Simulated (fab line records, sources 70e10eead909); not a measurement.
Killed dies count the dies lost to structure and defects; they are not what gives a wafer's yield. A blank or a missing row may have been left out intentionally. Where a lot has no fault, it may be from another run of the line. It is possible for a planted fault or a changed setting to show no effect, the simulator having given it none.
Which tool did it? | flow nandHarc | 11 lots, 33 wafers sampled, at 7 steps of a route of 1302

WHAT THE GAUGES READ, wafer by wafer
NHARC_P_GATE_INSPECT_68.
lot  | measured     | on               | rawDefectCount
L975 | day 6 11:17  | defectInspect-02 | 175 196 261
L978 | day 8 05:44  | defectInspect-02 | 170 194 251
L979 | day 8 06:33  | defectInspect-02 | 87 138 103
L980 | day 8 19:28  | defectInspect-02 | 218 140 243
L981 | day 9 01:31  | defectInspect-01 | 139 132 81
L984 | day 10 09:30 | defectInspect-01 | 427 179 141
L985 | day 10 13:34 | defectInspect-01 | 115 243 160
L991 | day 13 05:13 | defectInspect-01 | 203 179 134
L992 | day 13 19:59 | defectInspect-01 | 169 250 202
L995 | day 14 21:03 | defectInspect-02 | 183 160 169
L996 | day 15 12:59 | defectInspect-02 | 165 105 93

NHARC_P_CONTACT_CD_MEAS_12: target cd 90 nm.
lot  | measured     | on       | cdNm (nm)
L975 | day 6 12:46  | cdSem-01 | 89.4 89.1 89.4
L978 | day 8 07:20  | cdSem-02 | 91.0 89.7 90.9
L979 | day 8 08:10  | cdSem-02 | 90.5 90.7 90.0
L980 | day 8 21:07  | cdSem-03 | 90.0 90.7 91.5
L981 | day 9 03:07  | cdSem-01 | 90.1 89.1 90.1
L984 | day 10 11:07 | cdSem-01 | 91.8 91.6 91.7
L985 | day 10 15:03 | cdSem-02 | 90.6 90.1 89.5
L991 | day 13 06:58 | cdSem-02 | 82.7 82.9 83.7
L992 | day 13 21:37 | cdSem-02 | 84.5 84.1 83.0
L995 | day 14 22:32 | cdSem-01 | 90.1 90.0 90.0
L996 | day 15 14:51 | cdSem-02 | 91.2 90.8 90.2

NHARC_P_CONTACT_CD_MEAS_19.
lot  | measured     | on       | cdNm (nm)
L975 | day 6 13:49  | cdSem-01 | 88.6 86.4 91.2
L978 | day 8 08:23  | cdSem-02 | 92.2 85.1 89.1
L979 | day 8 09:13  | cdSem-03 | 89.5 89.0 88.5
L980 | day 8 22:11  | cdSem-03 | 91.0 89.7 89.5
L981 | day 9 04:11  | cdSem-03 | 88.6 89.0 89.3
L984 | day 10 12:10 | cdSem-03 | 90.2 94.0 92.3
L985 | day 10 16:07 | cdSem-02 | 90.1 88.1 87.3
L991 | day 13 08:01 | cdSem-01 | 79.0 81.9 81.5
L992 | day 13 22:41 | cdSem-01 | 81.4 83.4 84.1
L995 | day 14 23:35 | cdSem-01 | 90.2 89.8 91.2
L996 | day 15 15:55 | cdSem-02 | 89.5 88.0 92.0

NHARC_END_SORT_01.
lot  | measured     | on        | killedAtArray | killedAtOther | killedAtPeriphery | killedDies | killedOpen | killedShort
L978 | day 27 07:36 | prober-02 | 52 63 48      | 0 1 0         | 0 4 2             | 52 68 50   | 3 3 3      | 0 7 0
L981 | day 27 22:59 | prober-01 | 52 56 54      | 0 3 0         | 2 0 0             | 54 59 54   | 0 1 1      | 5 5 3
L991 | day 31 21:26 | prober-01 | 33 28 23      | 0 0 0         | 2 7 7             | 35 35 30   | 2 5 3      | 3 1 2
L992 | day 32 20:32 | prober-01 | 35 46 31      | 0 0 1         | 1 2 3             | 36 48 35   | 2 4 3      | 2 1 1
L995 | day 34 00:26 | prober-01 | 42 50 33      | 0 0 0         | 6 10 4            | 48 60 37   | 5 1 1      | 5 1 2

WHICH TOOL RAN EACH LOT (tool, then ch and the chambers of the sampled wafers, then the start)
lot  | NHARC_P_GATE_RTA_80             | NHARC_P_CONTACT_PEB_10           | NHARC_P_CONTACT_ETCH_31
L975 | rtpAnneal-01 ch 0, day 6 10:35  | lithoTrack-01 ch 0, day 6 12:41  | rieDiel-05 ch 1,2,3, day 6 13:49 or earlier
L978 | rtpAnneal-02 ch 0, day 8 05:05  | lithoTrack-06 ch 0, day 8 07:15  | rieDiel-03 ch 0,1,2, day 8 08:23 or earlier
L979 | rtpAnneal-01 ch 0, day 8 05:54  | lithoTrack-04 ch 0, day 8 08:05  | rieDiel-08 ch 0,1,2, day 8 09:13 or earlier
L980 | rtpAnneal-02 ch 0, day 8 18:35  | lithoTrack-04 ch 0, day 8 21:02  | rieDiel-05 ch 1,3, day 8 22:11 or earlier
L981 | rtpAnneal-01 ch 0, day 9 00:52  | lithoTrack-06 ch 0, day 9 03:02  | rieDiel-08 ch 0,1, day 9 04:11 or earlier
L984 | rtpAnneal-01 ch 0, day 10 08:49 | lithoTrack-04 ch 0, day 10 11:02 | rieDiel-08 ch 2,3, day 10 12:10 or earlier
L985 | rtpAnneal-02 ch 0, day 10 12:54 | lithoTrack-01 ch 0, day 10 14:59 | rieDiel-05 ch 0,1,2, day 10 16:07 or earlier
L991 | rtpAnneal-02 ch 0, day 13 04:35 | lithoTrack-01 ch 0, day 13 06:53 | rieDiel-05 ch 0,1,3, day 13 08:01 or earlier
L992 | rtpAnneal-02 ch 0, day 13 19:25 | lithoTrack-01 ch 0, day 13 21:32 | rieDiel-05 ch 0,3, day 13 22:41 or earlier
L995 | rtpAnneal-01 ch 0, day 14 20:23 | lithoTrack-06 ch 0, day 14 22:27 | rieDiel-03 ch 0,2,3, day 14 23:35 or earlier
L996 | rtpAnneal-02 ch 0, day 15 12:23 | lithoTrack-04 ch 0, day 15 14:46 | rieDiel-08 ch 1,2,3, day 15 15:55 or earlier
- NHARC_P_GATE_RTA_80: time 30 s.
- NHARC_P_CONTACT_PEB_10: peb time 65 s.
- NHARC_P_CONTACT_ETCH_31: etches the open film in CH3F/O2, target depth 30 nm, time 85.7 s.

WHAT THE TOOLS THEMSELVES READ (means of the sampled wafers that have a number; where no wafer has one, the mark that the record gives instead)
NHARC_P_GATE_RTA_80.
lot  | tool         | lampPowerPct (%) | wafer_temp_C_max
L975 | rtpAnneal-01 | 2.168            | 302.2
L978 | rtpAnneal-02 | 2.163            | 301.0
L979 | rtpAnneal-01 | 2.171            | 301.7
L980 | rtpAnneal-02 | 2.165            | 301.0
L981 | rtpAnneal-01 | 2.168            | 302.2
L984 | rtpAnneal-01 | 2.168            | 301.7
L985 | rtpAnneal-02 | 2.163            | 301.4
L991 | rtpAnneal-02 | 2.164            | 301.3
L992 | rtpAnneal-02 | 2.165            | 301.4
L995 | rtpAnneal-01 | 2.168            | 301.7
L996 | rtpAnneal-02 | 2.170            | 301.7

NHARC_P_CONTACT_PEB_10.
lot  | tool          | heaterPowerTotalW (W) | plateTempC (C)
L975 | lithoTrack-01 | 156.7                 | 99.91
L978 | lithoTrack-06 | 156.7                 | 99.94
L979 | lithoTrack-04 | 156.7                 | 100.13
L980 | lithoTrack-04 | 156.9                 | 100.09
L981 | lithoTrack-06 | 156.5                 | 99.96
L984 | lithoTrack-04 | 156.6                 | 100.10
L985 | lithoTrack-01 | 156.6                 | 100.08
L991 | lithoTrack-01 | 153.2                 | 98.40
L992 | lithoTrack-01 | 153.2                 | 98.42
L995 | lithoTrack-06 | 156.9                 | 100.08
L996 | lithoTrack-04 | 156.7                 | 100.06

NHARC_P_CONTACT_ETCH_31.
lot  | tool       | biasW (W) | chamberPressureMTorr (mTorr) | drypumpMotorCurrentA (A) | oesProductAu (a.u.) | rfVppV (V) | showerheadPlenumPTorr (Torr) | throttleValvePct (%)
L975 | rieDiel-05 | 99.86     | 25.022                       | 5.2                      | 0.988               | 245.7      | 2.50                         | 20.663
L978 | rieDiel-03 | 100.02    | 24.997                       | 5.7                      | 0.967               | 243.6      | 2.45                         | 20.665
L979 | rieDiel-08 | 100.06    | 24.970                       | 5.8                      | 0.964               | 244.2      | 2.41                         | 20.668
L980 | rieDiel-05 | 99.77     | 25.002                       | 5.4                      | 0.980               | 245.3      | 2.48                         | 20.667
L981 | rieDiel-08 | 100.12    | 25.011                       | 5.7                      | 0.943               | 244.0      | 2.47                         | 20.666
L984 | rieDiel-08 | 99.98     | 25.006                       | 6.1                      | 0.976               | 243.1      | 2.37                         | 20.662
L985 | rieDiel-05 | 100.05    | 24.992                       | 5.6                      | 0.976               | 245.1      | 2.53                         | 20.658
L991 | rieDiel-05 | 100.29    | 24.994                       | 5.4                      | 0.975               | 243.6      | 2.47                         | 20.667
L992 | rieDiel-05 | 99.86     | 24.991                       | 5.1                      | 0.978               | 244.0      | 2.42                         | 20.662
L995 | rieDiel-03 | 100.12    | 24.991                       | 5.5                      | 0.982               | 245.7      | 2.50                         | 20.666
L996 | rieDiel-08 | 99.77     | 24.989                       | 6.0                      | 0.973               | 243.2      | 2.42                         | 20.668

THE ANSWER, worked out from the rows above alone
Rule: usual is defined by the lots themselves. Put in order of their means at a reading, lots are off if they are a third of the lots or fewer, leave a main group of 4 or more, and stand apart from it by a gap of 3 or more times the standard deviation of the main group's means; of several such gaps the widest counts. If all means in a main group match to the digits the tables above print for the reading, that group is not used. Also off: a lot with no number at a reading for which 4 or more lots have one. Where the step has rows for the other lots, those lots are counted as sound. After the gauges, taken in route order, come the tools' own readings; for these a lot's mean is taken, as printed above. At the first step where some lot is off, the reading lying furthest off is the one used; lots without a number count as furthest.
Off: L991, L992, at NHARC_P_CONTACT_CD_MEAS_12 (cdNm). The main group has a mean of 90.4 nm with a standard deviation of 0.65.
A tool fits if, at a process step before that reading, it ran every lot that is off, and no sound lot after the first of them. Not tried: the gauges at NHARC_P_CONTACT_CD_MEAS_12; whatever is off there is also off at NHARC_P_CONTACT_CD_MEAS_19, on other tools, and gauge error can't account for it. One candidate fits, namely lithoTrack-01 at NHARC_P_CONTACT_PEB_10. Its last sound lot is L985 (day 10 14:59), its first lot that is off L991 (day 13 06:53): a fault that began between those two fits.
The tool's own readings at NHARC_P_CONTACT_PEB_10 bear it out: on the lots that are off they differ by more than 5 times the standard deviation of the sound lots' means. heaterPowerTotalW reads 153.2 W there against 156.7 W on the sound lots; plateTempC reads 98.41 C there against 100.04 C on the sound lots.

WHAT WAS PUT IN BY THE SIMULATOR
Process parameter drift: lithoTrack-01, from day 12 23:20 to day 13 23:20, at NHARC_P_CONTACT_PEB_10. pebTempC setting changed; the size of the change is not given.
Shown lots that were struck: L991, L992. The rule given above showed the same thing.
